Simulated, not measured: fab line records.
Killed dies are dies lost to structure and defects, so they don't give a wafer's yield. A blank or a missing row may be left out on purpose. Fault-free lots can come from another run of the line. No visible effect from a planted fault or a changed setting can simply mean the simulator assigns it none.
One fault through the eyes of 3 desks | flow n5Finfet | only its own numbers are on each desk; what lay behind them is given at the end

== FOR THE TOOL OWNER'S DESK: lithoTrack-02 ==
The tool's own readings at N5_BEOL_M7_COAT_05 (resist thk 90 nm): means of the sampled wafers that have a number, for each lot that ran on this tool. The brackets show how far a lot's mean lies from the usual mean; more than 4 standard deviations puts the lot out of limits, marked OUT.
Columns: A = spinSpeedRpm at N5_BEOL_M7_COAT_05, usual 1500.1 rpm
lot  | first seen here | A
L185 | day 9 19:55     | 1499.7
L194 | day 12 15:08    | 1404.3 (-99 or more) OUT
L195 | day 12 16:03    | 1405.0 (-99 or more) OUT
This desk's verdict: out of limits on L194, L195, starting with L194 at day 12 15:08 (spinSpeedRpm at N5_BEOL_M7_COAT_05). L185: within limits.

== THE DEFECT DESK ==
Inspection counts along the route, by lot: the mean over sampled wafers that carry a number. The brackets show how far a lot's mean lies from the usual mean; more than 4 standard deviations puts the lot out of limits, marked OUT.
Columns: A = rawDefectCount at N5_BEOL_M6_INSPECT_58, usual 69; B = rawDefectCount at N5_BEOL_M7_INSPECT_13, usual 398
lot  | first seen here | A  | B
L185 | day 9 18:29     | 69 | 371
L194 | day 12 13:22    | 62 | 363
L195 | day 12 15:08    | 43 | 352
L199 | day 12 19:35    | 52 | 322
L201 | day 13 17:53    | 66 | 443
L202 | day 14 22:36    | 67 | 364
This desk's verdict: no lot among the 6 shows anything out of limits.

== METROLOGY DESK ==
What the gauges read for every lot (on any tool): the sampled wafers with a number, averaged. The brackets show how far a lot's mean lies from the usual mean; more than 4 standard deviations puts the lot out of limits, marked OUT.
Columns: A = M6_THK at N5_BEOL_M6_THK_MEAS_53, usual 79.8 nm; B = M6_RS at N5_BEOL_M6_RS_MEAS_57, usual 0.284 ohm/sq; C = M7_ILD_THK at N5_BEOL_M7_THK_MEAS_01, usual 154.8 nm; D = cdNm at N5_BEOL_M7_CD_MEAS_11, usual 38.6 nm; E = M7_OVL at N5_BEOL_M7_OVL_MEAS_12, usual 0.1 nm
lot  | first seen here | A    | B     | C     | D    | E
L185 | day 9 18:19     | 76.9 | 0.292 | 152.5 | 38.4 | 1.2
L194 | day 12 13:12    | 78.1 | 0.288 | 155.1 | 38.7 | -0.1
L195 | day 12 14:59    | 80.1 | 0.283 | 153.4 | 38.0 | 0.5
L199 | day 12 19:26    | 80.6 | 0.282 | 157.4 | 38.6 | -0.3
L201 | day 13 17:43    | 83.1 | 0.275 | 154.5 | 38.5 | 0.7
L202 | day 14 22:27    | 79.8 | 0.281 | 154.2 | 38.2 | 0.3
This desk's verdict: no lot among the 6 shows anything out of limits.

== ALL TOGETHER ==
The tool owner's desk had the chance to raise an alarm at day 12 15:08 on L194, L195.
No out-of-limits result turned up at the defect desk.
At the metrology desk, nothing out of limits was observed.
The defect desk has L194, L195 on record, within its limits.
The metrology desk holds a record of L194, L195, inside its limits.
Of the lots named, all ran N5_BEOL_M7_COAT_05 on lithoTrack-02.

== WHAT THE SIMULATOR PUT IN ==
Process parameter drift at N5_BEOL_M7_COAT_05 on lithoTrack-02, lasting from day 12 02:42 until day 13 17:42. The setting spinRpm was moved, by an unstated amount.
Shown lots that were struck: L194, L195.
Time in hours from fault onset to the first out-of-limits reading at each desk: the tool owner's desk, 12.
